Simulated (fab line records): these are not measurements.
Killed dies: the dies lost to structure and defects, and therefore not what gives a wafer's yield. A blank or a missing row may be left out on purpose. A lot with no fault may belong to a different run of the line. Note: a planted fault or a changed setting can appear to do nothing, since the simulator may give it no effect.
Chamber matching | flow nandHarc | 3 sister chambers for NHARC_A_STAIRCASE_DEP_259 on pecvd-04
The step deposits SiON, target thk 30 nm. 6 wafers are shown with their chamber, then 9 later ones without.

== WAFERS PAIRED WITH THEIR CHAMBERS ==
wafer  | chamber | heaterPowerW (W)
L088.1 | 0       | 700
L088.2 | 1       | 576
L088.4 | 0       | 713
L087.1 | 2       | 646
L087.3 | 1       | 617
L087.4 | 2       | 653

== WAFERS MISSING THEIR CHAMBER ==
wafer  | heaterPowerW (W)
L090.3 | 652
L090.5 | 586
L090.6 | 772
L093.1 | 572
L093.4 | 741
L093.5 | 605
L096.1 | 597
L096.4 | 586
L096.5 | 822

== WHICH CHAMBER EACH WENT THROUGH ==
wafer  | from the rows above | in truth
L090.3 | 2                   | 2
L090.5 | 1                   | 1
L090.6 | 0                   | 0
L093.1 | 1                   | 1
L093.4 | 0                   | 0
L093.5 | 1                   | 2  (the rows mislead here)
L096.1 | 1                   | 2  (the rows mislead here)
L096.4 | 1                   | 1
L096.5 | 0                   | 0
Correctly placed: 7 of 9. Not placeable from these rows: 0. Placed wrongly: 2.
How it was worked out, from the rows above alone: a wafer's distance from a chamber is the root of the sum, over the readings, of the square of ((its reading less the chamber's mean) divided by the reading's scatter). The wafer belongs to the nearest chamber; if the next one is less than 2 further off, it can't be placed. A chamber's mean is the mean of its shown wafers. The scatter is the square root of a quotient: the sum, over the shown wafers, of each reading's squared deviation from its chamber's mean, divided by wafers minus chambers.
